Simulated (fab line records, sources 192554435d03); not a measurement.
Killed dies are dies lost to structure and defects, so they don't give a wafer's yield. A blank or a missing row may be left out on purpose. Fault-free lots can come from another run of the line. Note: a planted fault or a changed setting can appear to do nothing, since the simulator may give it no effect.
Chamber matching + flow n5-finfet + N5_BEOL_M0_TRENCH_ETCH_107 on rie-diel-01: 4 sister chambers
The step etches SiOC in C4F6/O2, target depth 32.8 nm, time 16.4 s. 4 wafers are shown with their chamber, then 7 later ones without.

WAFERS WITH THEIR CHAMBER
| wafer  | chamber | drypump-motor-current-A (A) |
|--------|---------|-----------------------------|
| L077.5 | 1       | 6.8                         |
| L085.5 | 0       | 6.0                         |
| L087.1 | 3       | 6.1                         |
| L087.2 | 2       | 5.1                         |

WAFERS WITHOUT THEIR CHAMBER
| wafer  | drypump-motor-current-A (A) |
|--------|-----------------------------|
| L087.3 | 6.0                         |
| L087.4 | 6.7                         |
| L087.5 | 5.1                         |
| L087.6 | 6.8                         |
| L091.1 | 6.7                         |
| L091.2 | 6.0                         |
| L091.5 | 6.1                         |

WHICH CHAMBER EACH WENT THROUGH
| wafer  | from the rows above     | in truth |
|--------|-------------------------|----------|
| L087.3 | can't be placed: 0 or 3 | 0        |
| L087.4 | 1                       | 1        |
| L087.5 | 2                       | 2        |
| L087.6 | 1                       | 1        |
| L091.1 | 1                       | 1        |
| L091.2 | can't be placed: 0 or 3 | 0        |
| L091.5 | can't be placed: 3 or 0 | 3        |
Correct placement for 4 of the 7. These rows do not allow placing 3 (true chamber among the candidates in 3). Wrongly placed: 0.
How it was worked out, from the rows above alone: a wafer's distance from a chamber is the root of the sum, over the readings, of the square of ((its reading less the chamber's mean) divided by the reading's scatter). The wafer belongs to the nearest chamber; if the next one is less than 2 further off, it can't be placed. A chamber's mean is the mean of its shown wafers. The scatter: with one shown wafer a chamber, the root of the mean of the squares of how far each hidden wafer lies from its nearest shown one.
